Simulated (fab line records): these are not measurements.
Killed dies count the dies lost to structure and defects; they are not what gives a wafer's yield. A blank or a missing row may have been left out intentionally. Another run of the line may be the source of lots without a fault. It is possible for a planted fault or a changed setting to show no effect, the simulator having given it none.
Chamber matching	flow n5_finfet	N5_BEOL_M0_SAQP_SPACER2_ETCHBACK_27 on rie_diel-02: 4 sister chambers
The step etches SiO2 in CHF3/O2, target depth 22.5 nm, time 11.25 s. 4 wafers are shown with their chamber, then 11 later ones without.

== EACH WAFER AND ITS CHAMBER ==
wafer	chamber	drypump_motor_current_A (A)
L082.6	3	5.5
L087.1	1	6.3
L090.4	0	5.6
L091.4	2	5.9

== WAFERS WHOSE CHAMBER IS MISSING ==
wafer	drypump_motor_current_A (A)
L091.5	5.5
L091.6	5.9
L095.1	6.3
L095.3	5.6
L095.6	5.7
L096.1	5.6
L096.5	5.5
L096.6	5.9
L097.1	5.6
L097.2	6.4
L097.6	5.5

== CHAMBER TAKEN BY EACH ==
wafer	from the rows above	in truth
L091.5	3	3
L091.6	2	2
L095.1	1	1
L095.3	0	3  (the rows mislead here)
L095.6	0	0
L096.1	0	0
L096.5	3	3
L096.6	2	2
L097.1	0	0
L097.2	1	1
L097.6	3	3
Correct placement for 10 of the 11. Can't be placed from these rows: 0. Placed wrongly: 1.
How it was worked out, from the rows above alone: a wafer's distance from a chamber is the root of the sum, over the readings, of the square of ((its reading less the chamber's mean) divided by the reading's scatter). If the next closest chamber is less than 2 further off than the closest, the wafer can't be placed; otherwise it belongs to the closest. A chamber's mean is the mean of its shown wafers. The scatter: with one shown wafer a chamber, the root of the mean of the squares of how far each hidden wafer lies from its nearest shown one.
